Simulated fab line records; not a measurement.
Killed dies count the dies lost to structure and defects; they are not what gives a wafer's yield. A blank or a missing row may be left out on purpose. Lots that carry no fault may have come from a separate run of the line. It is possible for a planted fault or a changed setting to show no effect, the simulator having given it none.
What tool caused it? / flow nandHarc / Sampling: 6 lots, 18 wafers, 5 of 1302 route steps

WHAT THE GAUGES READ, wafer by wafer
NHARC_P_M2_THK_MEAS_24: measures by xrf.
lot=L803; measured=day 7 06:55; on=filmMetro-02; thkNm (nm)=148.7 146.8 147.9
lot=L806; measured=day 8 01:49; on=filmMetro-01; thkNm (nm)=144.3 143.4 145.6
lot=L810; measured=day 9 19:04; on=filmMetro-02; thkNm (nm)=143.9 144.3 145.4
lot=L813; measured=day 11 01:47; on=filmMetro-02; thkNm (nm)=30.4 32.1 28.0
lot=L823; measured=day 15 17:21; on=filmMetro-02; thkNm (nm)=143.8 144.5 144.9
lot=L825; measured=day 16 12:07; on=filmMetro-02; thkNm (nm)=143.6 142.9 143.4

WHICH TOOL RAN EACH LOT (tool, then ch and the chambers of the sampled wafers, then the start)
lot=L803; NHARC_P_M2_PVD_20=pvdSputter-02, day 7 05:55 or earlier; NHARC_P_M2_ECD_22=ecdCu-01 ch 0,1, day 7 05:55; NHARC_P_M2_ANNEAL_31=rtpAnneal-02 ch 0, day 7 06:15; NHARC_P_M2_CMP_23=cmp-03 ch 1,2,3, day 7 06:37
lot=L806; NHARC_P_M2_PVD_20=pvdSputter-02, day 8 00:53 or earlier; NHARC_P_M2_ECD_22=ecdCu-01 ch 0,1, day 8 00:53; NHARC_P_M2_ANNEAL_31=rtpAnneal-02 ch 0, day 8 01:19; NHARC_P_M2_CMP_23=cmp-01 ch 2,3, day 8 01:31
lot=L810; NHARC_P_M2_PVD_20=pvdSputter-01, day 9 18:10 or earlier; NHARC_P_M2_ECD_22=ecdCu-01 ch 0,1, day 9 18:10; NHARC_P_M2_ANNEAL_31=rtpAnneal-02 ch 0, day 9 18:33; NHARC_P_M2_CMP_23=cmp-02 ch 0,3, day 9 18:46
lot=L813; NHARC_P_M2_PVD_20=pvdSputter-03, day 11 00:46 or earlier; NHARC_P_M2_ECD_22=ecdCu-02 ch 0,1, day 11 00:46; NHARC_P_M2_ANNEAL_31=rtpAnneal-01 ch 0, day 11 01:08; NHARC_P_M2_CMP_23=cmp-03 ch 2,3, day 11 01:30
lot=L823; NHARC_P_M2_PVD_20=pvdSputter-01, day 15 16:19 or earlier; NHARC_P_M2_ECD_22=ecdCu-02 ch 0,1, day 15 16:19; NHARC_P_M2_ANNEAL_31=rtpAnneal-02 ch 0, day 15 16:44; NHARC_P_M2_CMP_23=cmp-03 ch 1,2, day 15 17:04
lot=L825; NHARC_P_M2_PVD_20=pvdSputter-02, day 16 11:08 or earlier; NHARC_P_M2_ECD_22=ecdCu-02 ch 0,1, day 16 11:08; NHARC_P_M2_ANNEAL_31=rtpAnneal-02 ch 0, day 16 11:28; NHARC_P_M2_CMP_23=cmp-02 ch 0,2, day 16 11:49
- NHARC_P_M2_PVD_20: deposits TaN, target thk 5 nm, time 8.06 s.
- NHARC_P_M2_ECD_22: material Cu, target thk 400 nm.
- NHARC_P_M2_ANNEAL_31: time 90 s.
- NHARC_P_M2_CMP_23: polishes, t overpolish 20 s, target thk 144.3 nm.

THE ANSWER, worked out from the rows above alone
Rule: the usual values come from the lots themselves. Put in order of their means at a reading, lots are off if they are a third of the lots or fewer, leave a main group of 4 or more, and stand apart from it by a gap of 3 or more times the standard deviation of the main group's means; of several such gaps the widest counts. Not used: any main group whose means are identical at the precision the tables above print for the reading. Also off: a lot with no number at a reading for which 4 or more lots have one. All remaining lots with rows at the step are treated as sound.
Off at NHARC_P_M2_THK_MEAS_24 (thkNm): L813. For the main group the mean is 144.9 nm and the standard deviation 1.5.
A tool fits if, at a process step before that reading, it ran every lot that is off, and no sound lot after the first of them. The gauges at NHARC_P_M2_THK_MEAS_24 are tried like those tools. NHARC_P_M2_PVD_20: start missing for some lots; hours and lot order therefore follow NHARC_P_M2_ECD_22. This does not decide it: 2 tools fit, namely pvdSputter-03 at NHARC_P_M2_PVD_20 and rtpAnneal-01 at NHARC_P_M2_ANNEAL_31.

WHAT THE SIMULATOR HAD INSERTED
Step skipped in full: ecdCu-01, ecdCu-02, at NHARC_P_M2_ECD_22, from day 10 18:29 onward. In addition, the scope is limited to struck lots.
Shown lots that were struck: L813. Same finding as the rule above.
